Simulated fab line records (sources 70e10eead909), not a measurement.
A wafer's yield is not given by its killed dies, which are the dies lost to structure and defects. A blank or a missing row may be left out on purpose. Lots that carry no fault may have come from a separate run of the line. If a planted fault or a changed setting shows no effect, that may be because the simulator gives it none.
Which tool is to blame? | flow nandHarc | Sampling: 6 lots, 18 wafers, 3 of 1159 route steps

== WHAT EACH GAUGE READ, for each wafer ==
NHARC_P_M1_CD_MEAS_09: target cd 130 nm.
lot  | measured     | on       | cdNm (nm)
L106 | day 6 08:08  | cdSem-01 | 129.4 129.3 129.2
L108 | day 6 16:23  | cdSem-03 | 129.4 129.4 129.8
L110 | day 7 10:20  | cdSem-01 | 130.3 129.6 129.6
L116 | day 9 00:34  | cdSem-03 | 129.9 130.5 129.7
L117 | day 9 02:10  | cdSem-03 | 71.5 70.4 71.3
L125 | day 10 21:46 | cdSem-02 | 130.0 130.8 129.7

== TOOL THAT RAN EACH LOT (tool first, then ch and the chambers of the sampled wafers, then the start) ==
lot  | NHARC_P_M0_DEGAS_28         | NHARC_P_M1_PEB_07
L106 | pvdSputter-01, day 6 05:14  | lithoTrack-01 ch 0, day 6 08:03
L108 | pvdSputter-01, day 6 13:17  | lithoTrack-01 ch 0, day 6 16:19
L110 | pvdSputter-02, day 7 07:22  | lithoTrack-01 ch 0, day 7 10:15
L116 | pvdSputter-02, day 8 21:37  | lithoTrack-04 ch 0, day 9 00:29
L117 | pvdSputter-03, day 8 23:10  | lithoTrack-06 ch 0, day 9 02:05
L125 | pvdSputter-01, day 10 18:51 | lithoTrack-01 ch 0, day 10 21:41
- NHARC_P_M0_DEGAS_28: time 60 s.
- NHARC_P_M1_PEB_07: peb time 65 s.

== THE ANSWER, worked out from the rows above alone ==
Rule: usual is defined by the lots themselves. The widest of any qualifying gaps counts: lots, ordered by their means at a reading, are off when they make up no more than a third of the lots, leave a main group of 4 or more, and stand apart from it by 3 or more times the standard deviation of that group's means. A main group is skipped when, at the precision printed for the reading in the tables above, its means are all equal. Also off: a lot with no number at a reading for which 4 or more lots have one. Where the step has rows for the other lots, those lots are counted as sound.
Off: L117, at NHARC_P_M1_CD_MEAS_09 (cdNm). The main group: mean 129.8 nm, standard deviation 0.32.
If a tool, at a process step before that reading, ran all the lots that are off and no sound lot after the first of them, it fits. Gauges at NHARC_P_M1_CD_MEAS_09: tried the same way as those tools. Can't be told from this: 3 tools fit, pvdSputter-03 at NHARC_P_M0_DEGAS_28, lithoTrack-06 at NHARC_P_M1_PEB_07, cdSem-03 at NHARC_P_M1_CD_MEAS_09.

== WHAT HAD BEEN PUT IN BY THE SIMULATOR ==
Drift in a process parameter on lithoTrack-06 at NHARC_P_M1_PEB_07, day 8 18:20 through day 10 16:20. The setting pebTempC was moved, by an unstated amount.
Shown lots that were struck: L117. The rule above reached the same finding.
